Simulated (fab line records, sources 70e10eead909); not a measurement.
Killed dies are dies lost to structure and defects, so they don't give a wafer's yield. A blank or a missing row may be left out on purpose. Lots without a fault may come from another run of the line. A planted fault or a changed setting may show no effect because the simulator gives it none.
fab line records | flow nand_harc
record lots=14 wafers=42 last_day=24
route steps=1159 shown P_BONDPAD@374 A_ONON_D1@431 END@1159
lots that met no fault: from a run of the same line without faults
start_h: hours from the record's first day to the start of the lot's first wafer shown | wait_h: hours since the lot's step before | " the same as in the row above | L1.1+2: a row that stands for several wafers | - no value, or no start given | * or withheld: withheld | < > ~ a bound
route shown NAME@n: a module of which the file shows steps, and the number in the route of the first | usual: mean/standard deviation of fault-free wafers | same: alike in all rows | chamber/n: place in a boat | sites: the reading at each site | _std_site: their standard deviation | _edge_site: outer sites' mean less inner sites' | radius_mm: how far each site lies from the wafer's centre | mask NAME#n: copy n | behind: the tool/chamber that last shaped the wafer | hold: why the lot was held/for how many hours/how that ended | device: the transistor (n, p or np) that didn't switch | end of line: the same wafers' tests at the end of the route | a step without rows: its recipe alone | killed: dies lost to structure and defects at the first sort, not the wafer's yield | map: a wafer's dies, x killed, . not, _ none there
set.NAME: the setting as run; set.NAME@STEP: as run at that earlier step | model.NAME: the simulator's own value behind a step, which no gauge read
steps of the route over a sample of lots; a table a step, a row a wafer
services: from which hour (start_h, from the record's first day; less than 0 if before it) a tool's chamber was out of use, for how many hours, and why
## steps
# step NHARC_P_BONDPAD_DEGAS_25
# recipe temp_c=300 time_s=60
# usual heater_power_w=478/47
# columns lot.wafer tool chamber start_h wait_h heater_power_w
L127.2 pvd_sputter-03 - 130.19 - 513
L127.3 " - " " 390
L127.5 " - " " 509
L128.3 pvd_sputter-03 - 144.43 - 491
L128.2 " - " " 513
L128.4 " - " " 378
L129.3 pvd_sputter-03 - 146.45 - 498
L129.1 " - " " 523
L129.6 " - " " 475
L130.2 pvd_sputter-03 - 146.55 - 497
L130.3 " - " " 383
L130.6 " - " " 486
L131.1 pvd_sputter-01 - 156.04 - 489
L131.3 " - " " 448
L131.5 " - " " 464
L132.1 pvd_sputter-01 - 168.36 - 500
L132.6 " - " " 484
L132.5 " - " " 467
L134.3 pvd_sputter-02 - 173.82 - 529
L134.4 " - " " 417
L134.6 " - " " 520
L136.1 pvd_sputter-01 - 187.31 - 489
L136.2 " - " " 481
L136.6 " - " " 468
L140.4 pvd_sputter-01 - 210.65 - 504
L140.6 " - " " 472
L140.5 " - " " 466
L143.3 pvd_sputter-03 - 232.76 - 516
L143.5 " - " " 514
L143.6 " - " " 371
L145.3 pvd_sputter-01 - 237.73 - 502
L145.4 " - " " 474
L145.6 " - " " 501
L147.4 pvd_sputter-02 - 242.98 - 422
L147.6 " - " " 555
L147.5 " - " " 491
L146.3 pvd_sputter-01 - 244.73 - 479
L146.4 " - " " 503
L146.1 " - " " 448
L150.1 pvd_sputter-02 - 269.06 - 464
L150.3 " - " " 431
L150.6 " - " " 475
# step NHARC_P_BONDPAD_PVD_17
# recipe target_thk_a=50 bias_v=168.6 power_w=15000 chamber_pressure_pa=0.12 time_s=8.06 substrate_temp_c=50 material=TaN
# usual bias_v=168.6/1.6 throttle_valve_pct=30.3/1.2
# columns lot.wafer tool chamber start_h wait_h bias_v throttle_valve_pct
L127.3 pvd_sputter-03 - - - 168.2 32.2
L127.2 " - " " 167.4 31.3
L127.5 " - " " 168.0 31.1
L128.2 pvd_sputter-03 - - - 166.6 31.8
L128.4 " - " " 169.3 28.6
L128.3 " - " " 170.1 32.2
L129.3 pvd_sputter-03 - - - 167.3 28.9
L129.1 " - " " 169.9 31.3
L129.6 " - " " 168.8 31.9
L130.3 pvd_sputter-03 - - - 169.2 32.3
L130.2 " - " " 169.1 32.4
L130.6 " - " " 169.5 32.1
L131.1 pvd_sputter-01 - - - 169.9 29.4
L131.3 " - " " 168.4 29.5
L131.5 " - " " 166.2 29.9
L132.1 pvd_sputter-01 - - - 168.8 29.0
L132.6 " - " " 167.2 30.2
L132.5 " - " " 170.1 29.3
L134.3 pvd_sputter-02 - - - 168.8 29.2
L134.4 " - " " 170.8 31.1
L134.6 " - " " 168.6 28.8
L136.1 pvd_sputter-01 - - - 167.0 29.2
L136.2 " - " " 169.6 29.8
L136.6 " - " " 169.3 30.4
L140.4 pvd_sputter-01 - - - 167.4 29.1
L140.6 " - " " 168.6 29.1
L140.5 " - " " 167.8 30.2
L143.3 pvd_sputter-03 - - - 167.8 31.3
L143.6 " - " " 166.6 28.6
L143.5 " - " " 169.6 32.2
L145.3 pvd_sputter-01 - - - 169.6 28.8
L145.4 " - " " 167.8 29.1
L145.6 " - " " 169.0 29.3
L147.4 pvd_sputter-02 - - - 167.9 29.1
L147.5 " - " " 168.4 30.0
L147.6 " - " " 166.4 29.3
L146.1 pvd_sputter-01 - - - 168.2 28.9
L146.4 " - " " 169.7 30.6
L146.3 " - " " 171.5 29.8
L150.1 pvd_sputter-02 - - - 167.4 29.3
L150.3 " - " " 169.2 30.8
L150.6 " - " " 168.2 30.9
# step NHARC_A_ONON_D1_THK_MEAS_11
# recipe thk_meas_gauge=ellipsometry
# usual thk_nm=999/11
# columns lot.wafer tool chamber start_h wait_h thk_nm
L127.2 film_metro-02 - 158.30 - 990
L127.3 " - " " 992
L127.5 " - " " 991
L128.2 film_metro-02 - 174.60 - 1011
L128.3 " - " " 1013
L128.4 " - " " 1013
L129.1 film_metro-02 - 174.62 - 999
L129.3 " - " " 994
L129.6 " - " " 998
L130.2 film_metro-01 - 174.62 - 989
L130.3 " - " " 991
L130.6 " - " " 991
L131.1 film_metro-01 - 185.01 - 994
L131.3 " - " " 995
L131.5 " - " " 995
L132.1 film_metro-02 - 197.07 - 1006
L132.5 " - " " 1005
L132.6 " - " " 1008
L134.3 film_metro-02 - 201.31 - 989
L134.4 " - " " 989
L134.6 " - " " 989
L136.1 film_metro-01 - 217.38 - 1023
L136.2 " - " " 1022
L136.6 " - " " 1021
L140.4 film_metro-02 - 236.03 - 988
L140.5 " - " " 988
L140.6 " - " " 989
L143.3 film_metro-02 - 260.62 - 992
L143.5 " - " " 994
L143.6 " - " " 994
L145.3 film_metro-01 - 265.02 - 1011
L145.4 " - " " 1010
L145.6 " - " " 1011
L146.1 film_metro-01 - 270.70 - 991
L146.3 " - " " 991
L146.4 " - " " 991
L147.4 film_metro-01 - 270.91 - 988
L147.5 " - " " 990
L147.6 " - " " 992
L150.1 film_metro-02 - 298.98 - 993
L150.3 " - " " 994
L150.6 " - " " 993
# step NHARC_A_ONON_D1_DEP_12
# recipe target_thk_a=10000 n2_flow_sccm=2750 n2o_flow_sccm=2000 nh3_flow_sccm=500 sih4_flow_sccm=210 temp_c=400
# usual n2o_flow_sccm=2001/6.4
# columns lot.wafer tool chamber start_h wait_h n2o_flow_sccm
L127.2 pecvd_onon-02 0 158.42 0.1 2004
L127.3 " 0 " " 1996
L127.5 " 0 " " 1995
L129.1 pecvd_onon-04 0 174.67 0.1 1990
L129.3 " 0 " " 1986
L129.6 " 0 " " 1994
L128.2 pecvd_onon-02 0 174.72 0.1 1998
L128.3 " 0 " " 1995
L128.4 " 0 " " 1999
L130.2 pecvd_onon-03 0 174.73 0.1 1994
L130.3 " 0 " " 1995
L130.6 " 0 " " 1994
L131.1 pecvd_onon-03 0 185.28 0.3 2004
L131.3 " 0 " " 2005
L131.5 " 0 " " 2004
L132.1 pecvd_onon-02 0 197.12 0.1 2008
L132.5 " 0 " " 2008
L132.6 " 0 " " 2006
L134.3 pecvd_onon-02 0 201.48 0.2 2001
L134.4 " 0 " " 1998
L134.6 " 0 " " 1997
L136.1 pecvd_onon-02 0 217.43 0.1 2008
L136.2 " 0 " " 2002
L136.6 " 0 " " 1991
L140.4 pecvd_onon-02 0 236.26 0.2 2011
L140.5 " 0 " " 2004
L140.6 " 0 " " 2001
L143.3 pecvd_onon-02 0 260.80 0.2 2012
L143.5 " 0 " " 2008
L143.6 " 0 " " 2003
L145.3 pecvd_onon-03 0 265.19 0.2 1993
L145.4 " 0 " " 2003
L145.6 " 0 " " 2004
L146.1 pecvd_onon-04 0 270.76 0.1 1999
L146.3 " 0 " " 2000
L146.4 " 0 " " 2003
L147.4 pecvd_onon-02 0 271.14 0.2 1998
L147.5 " 0 " " 1997
L147.6 " 0 " " 1995
L150.1 pecvd_onon-04 0 299.04 0.1 1994
L150.3 " 0 " " 2003
L150.6 " 0 " " 2004
# step NHARC_A_ONON_D1_THK_MEAS_14
# recipe thk_meas_gauge=ellipsometry
# usual thk_nm=998/11
# columns lot.wafer tool chamber start_h wait_h thk_nm
L127.2 film_metro-02 - 158.86 - 992
L127.3 " - " " 993
L127.5 " - " " 991
L128.2 film_metro-01 - 175.17 - 994
L128.3 " - " " 994
L128.4 " - " " 995
L129.1 film_metro-01 - 175.18 - 1001
L129.3 " - " " 1003
L129.6 " - " " 1002
L130.2 film_metro-02 - 175.19 - 992
L130.3 " - " " 994
L130.6 " - " " 992
L131.1 film_metro-02 - 185.78 - 993
L131.3 " - " " 994
L131.5 " - " " 996
L132.1 film_metro-02 - 197.63 - 993
L132.5 " - " " 995
L132.6 " - " " 993
L134.3 film_metro-01 - 201.88 - 987
L134.4 " - " " 985
L134.6 " - " " 987
L136.1 film_metro-01 - 217.95 - 989
L136.2 " - " " 988
L136.6 " - " " 988
L140.4 film_metro-01 - 236.60 - 1014
L140.5 " - " " 1013
L140.6 " - " " 1014
L143.3 film_metro-01 - 261.19 - 579
L143.5 " - " " 577
L143.6 " - " " 578
L145.3 film_metro-02 - 265.59 - 1013
L145.4 " - " " 1012
L145.6 " - " " 1010
L146.1 film_metro-01 - 271.26 - 1005
L146.3 " - " " 1005
L146.4 " - " " 1006
L147.4 film_metro-02 - 271.48 - 593
L147.5 " - " " 592
L147.6 " - " " 594
L150.1 film_metro-02 - 299.54 - 984
L150.3 " - " " 984
L150.6 " - " " 984
# step NHARC_END_SORT_01
# recipe temp_c=25
# usual killed_at_array=26/9.7 killed_at_other=1.0/1.2 killed_at_periphery=3.9/2.6 killed_dies=31/9.7 killed_open=3.2/1.8 killed_short=2.0/1.3
# same gross_dies=677
# columns lot.wafer tool chamber start_h wait_h killed_at_array killed_at_other killed_at_periphery killed_dies killed_open killed_short
L143.3 prober-01 0 543.76 3.1 674 1 2 677 2 0
L143.5 prober-01 0 545.34 3.7 675 1 1 677 4 1
L143.6 prober-01 0 546.13 4.0 670 2 5 677 2 2
L147.4 prober-02 0 560.28 3.4 672 1 4 677 3 2
L147.5 prober-02 0 561.09 3.7 663 6 8 677 2 2
L147.6 prober-02 0 561.90 4.0 677 0 0 677 3 2
# killed by level:class
L143.3 A_ONON_D1:area_dep=638 A_CHANNEL_HOLE_D1:chamber_film_flake=25 A_SLIT:chamber_film_flake=8 A_WL_FILL:chamber_film_flake=2 A_BLC:geometric_particle:open=1 STARTING-WAFER:geometric_particle:open=1 P_ZERO_WELL:chamber_film_flake=1 P_M2:chamber_film_flake=1
L143.5 A_ONON_D1:area_dep=633 A_CHANNEL_HOLE_D1:chamber_film_flake=22 A_SLIT:chamber_film_flake=14 A_ONON_D1:geometric_particle:short=1 A_CHANNEL_HOLE_D1:geometric_particle:open=1 A_WL_FILL:geometric_particle:open=1 A_CONTACT:geometric_particle:open=1 A_M1:geometric_particle:open=1
L143.6 A_ONON_D1:area_dep=632 A_CHANNEL_HOLE_D1:chamber_film_flake=19 A_SLIT:chamber_film_flake=12 P_M2:chamber_film_flake=4 A_WL_FILL:chamber_film_flake=3 A_CHANNEL_FILL_D1:geometric_particle:short=2 THIN_TSV:chamber_film_flake=2 A_CHANNEL_FILL_D1:geometric_particle:open=1
L147.4 A_ONON_D1:area_dep=641 A_CHANNEL_HOLE_D1:chamber_film_flake=23 P_ZERO_WELL:chamber_film_flake=3 A_CONTACT:chamber_film_flake=2 A_STAIRCASE:chamber_film_flake=2 P_STI:geometric_particle:open=1 A_CHANNEL_FILL_D1:geometric_particle:short=1 A_STAIRCASE:geometric_particle:open=1
L147.5 A_ONON_D1:area_dep=637 A_CHANNEL_HOLE_D1:chamber_film_flake=17 P_ZERO_WELL:chamber_film_flake=7 THIN_TSV:chamber_film_flake=6 A_CONTACT:chamber_film_flake=2 P_M0:geometric_particle:short=1 A_SGD_CUT:geometric_particle:open=1 A_CONTACT:geometric_particle:open=1
L147.6 A_ONON_D1:area_dep=645 A_CHANNEL_HOLE_D1:chamber_film_flake=18 A_STAIRCASE:chamber_film_flake=4 A_CONTACT:chamber_film_flake=3 A_ONON_D1:geometric_particle:open=2 A_SLIT:chamber_film_flake=2 A_CHANNEL_FILL_D1:geometric_particle:short=1 A_CHANNEL_FILL_D1:geometric_particle:open=1
## services
# columns tool chamber start_h hours kind
pvd_sputter-01 - 110.22 2.5 repair
pecvd_onon-02 - 111.00 13.0 pm
pecvd_onon-03 - 153.00 13.0 pm
pvd_sputter-01 - 158.03 10.0 pm
pvd_sputter-02 - 214.04 10.0 pm
pecvd_onon-04 - 237.00 13.0 pm
pvd_sputter-03 - 246.26 15.1 repair
pvd_sputter-03 - 280.00 10.0 pm
pecvd_onon-02 - 292.00 13.0 pm
pvd_sputter-01 - 298.47 0.6 repair
## key
first_sign step=NHARC_A_ONON_D1_THK_MEAS_14 reading=thk_nm direction=down sigmas=37 usual=998 struck=585
effect step=NHARC_END_SORT_01 reading=killed_at_array direction=up sigmas=67 usual=26 struck=672
more_kills_born_at NHARC_A_ONON_D1_DEP_12@pecvd_onon-02=3826
met_at NHARC_A_ONON_D1_DEP_12
struck_lots L143,L147
later_rows_left_out L143.3,L143.5,L143.6,L147.4,L147.5,L147.6
tester_left_out L143,L147
not_acting_at NHARC_P_BONDPAD_DEGAS_25,NHARC_P_BONDPAD_PVD_17,NHARC_A_ONON_D1_THK_MEAS_11
onset_between 236.26 260.80
fault kind=process_parameter_drift tool=pecvd_onon-02 chamber=- onset_h=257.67 steps=NHARC_A_ONON_D1_DEP_12 channel=target_thk_a offset=* shape=step end_h=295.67 acts_in=* stated=*
# tester_left_out: of these lots the tester's yield and bins aren't shown, on N5 and GAA mostly nor the transistor test; their killed dies are dies lost to structure and defects alone, not to doping, threshold or leakage, so they don't give the yield
# later_rows_left_out: the simulator's readings of these wafers behind a module that went badly wrong aren't trusted and aren't shown, but for the sort
